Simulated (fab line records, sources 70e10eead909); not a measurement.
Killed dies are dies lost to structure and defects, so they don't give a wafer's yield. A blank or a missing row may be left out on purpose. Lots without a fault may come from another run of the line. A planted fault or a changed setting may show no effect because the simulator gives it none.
Which tool did it? | flow nand_harc | 12 lots, 36 wafers sampled, at 5 steps of a route of 1159

WHAT THE GAUGES READ, wafer by wafer
NHARC_A_SGD_CUT_CD_MEAS_09: target cd 100 nm.
lot  | measured     | on        | cd_nm (nm)
L076 | day 14 14:39 | cd_sem-03 | 99.2 99.6 99.9
L077 | day 14 12:10 | cd_sem-01 | 99.9 100.5 100.0
L079 | day 14 12:01 | cd_sem-03 | 100.0 99.5 99.6
L082 | day 16 05:25 | cd_sem-02 | 100.1 100.6 100.4
L084 | day 16 03:53 | cd_sem-03 | 99.5 99.4 99.5
L088 | day 16 18:02 | cd_sem-03 | 99.1 100.1 99.4
L085 | day 16 16:44 | cd_sem-02 | 100.9 99.7 99.5
L089 | day 17 09:46 | cd_sem-03 | 99.7 100.2 100.0
L091 | day 18 02:27 | cd_sem-02 | 99.7 100.0 99.8
L094 | day 20 14:32 | cd_sem-02 | 100.2 99.9 99.3
L096 | day 20 16:01 | cd_sem-03 | 99.8 101.4 100.2
L097 | day 20 14:43 | cd_sem-02 | 100.3 100.5 100.1

WHICH TOOL RAN EACH LOT (tool, then ch and the chambers of the sampled wafers, then the start)
lot  | NHARC_A_STAIRCASE_TRIM_18                     | NHARC_A_STAIRCASE_ETCH_23                     | NHARC_A_STAIRCASE_ETCH_292         | NHARC_A_STAIRCASE_DEP_301
L076 | rie_diel-13 ch 1,2,3, day 12 06:48 or earlier | rie_diel-13 ch 0,2,3, day 12 06:48 or earlier | rie_diel-11 ch 0,2,3, day 12 06:48 | pecvd-03 ch 0,1,2, day 12 13:08
L077 | rie_diel-09 ch 1,2,3, day 12 06:23 or earlier | rie_diel-09 ch 1,2, day 12 06:23 or earlier   | rie_diel-09 ch 0,2,3, day 12 06:23 | pecvd-02 ch 0,1,2, day 12 11:57
L079 | rie_diel-13 ch 1,2, day 12 13:11 or earlier   | rie_diel-11 ch 0,1,3, day 12 13:11 or earlier | rie_diel-09 ch 2,3, day 12 13:11   | pecvd-03 ch 0,1,2, day 12 17:16
L082 | rie_diel-09 ch 0,3, day 13 15:41 or earlier   | rie_diel-11 ch 0,2,3, day 13 15:41 or earlier | rie_diel-09 ch 0,1,2, day 13 15:41 | pecvd-02 ch 0,1, day 14 00:28
L084 | rie_diel-13 ch 0,1, day 13 23:37 or earlier   | rie_diel-11 ch 1,2,3, day 13 23:37 or earlier | rie_diel-11 ch 0,1,2, day 13 23:37 | pecvd-01 ch 1,2, day 14 03:39
L088 | rie_diel-09 ch 0,3, day 14 14:01 or earlier   | rie_diel-09 ch 0,1, day 14 14:01 or earlier   | rie_diel-11 ch 0,1,3, day 14 14:01 | pecvd-02 ch 1,2, day 14 18:05
L085 | rie_diel-09 ch 0,1, day 14 17:43 or earlier   | rie_diel-13 ch 0,1,2, day 14 17:43 or earlier | rie_diel-09 ch 1,2,3, day 14 17:43 | pecvd-02 ch 0,1,2, day 14 21:48
L089 | rie_diel-13 ch 0,1,2, day 15 11:07 or earlier | rie_diel-09 ch 1,2, day 15 11:07 or earlier   | rie_diel-13 ch 2,3, day 15 11:07   | pecvd-01 ch 0,2, day 15 15:21
L091 | rie_diel-09 ch 1,2,3, day 15 23:05 or earlier | rie_diel-13 ch 1,2,3, day 15 23:05 or earlier | rie_diel-11 ch 0,1,2, day 15 23:05 | pecvd-01 ch 0,2, day 16 03:41
L094 | rie_diel-11 ch 1,2, day 16 13:48 or earlier   | rie_diel-13 ch 1,2,3, day 16 13:48 or earlier | rie_diel-13 ch 0,3, day 16 13:48   | pecvd-02 ch 0,2, day 16 19:56
L096 | rie_diel-11 ch 0,1,3, day 16 22:47 or earlier | rie_diel-13 ch 1,2,3, day 16 22:47 or earlier | rie_diel-09 ch 0,3, day 16 22:47   | pecvd-03 ch 0,2, day 17 03:28
L097 | rie_diel-09 ch 0,1,3, day 17 07:39 or earlier | rie_diel-13 ch 2,3, day 17 07:39 or earlier   | rie_diel-13 ch 0,1,2, day 17 07:39 | pecvd-03 ch 0,1, day 17 11:39
- NHARC_A_STAIRCASE_TRIM_18: chemistry O2, time 211.2 s.
- NHARC_A_STAIRCASE_ETCH_23: etches the open film in C4F8/O2, target depth 100 nm, time 40.5 s.
- NHARC_A_STAIRCASE_ETCH_292: etches the open film in CF4/CHF3.
- NHARC_A_STAIRCASE_DEP_301: deposits SiON, target thk 30 nm.

THE ANSWER, worked out from the rows above alone
Rule: what is usual is taken from the lots themselves. Put in order of their means at a reading, lots are off if they are a third of the lots or fewer, leave a main group of 4 or more, and stand apart from it by a gap of 3 or more times the standard deviation of the main group's means; of several such gaps the widest counts. A main group whose means are all the same, to the digits that the tables above print for the reading, isn't used. A lot without any number at a reading at which 4 lots or more have one is off too. The other lots that the step has rows for count as sound.
No lot is off at any reading shown: from this, nothing can be told.

WHAT THE SIMULATOR HAD PUT IN
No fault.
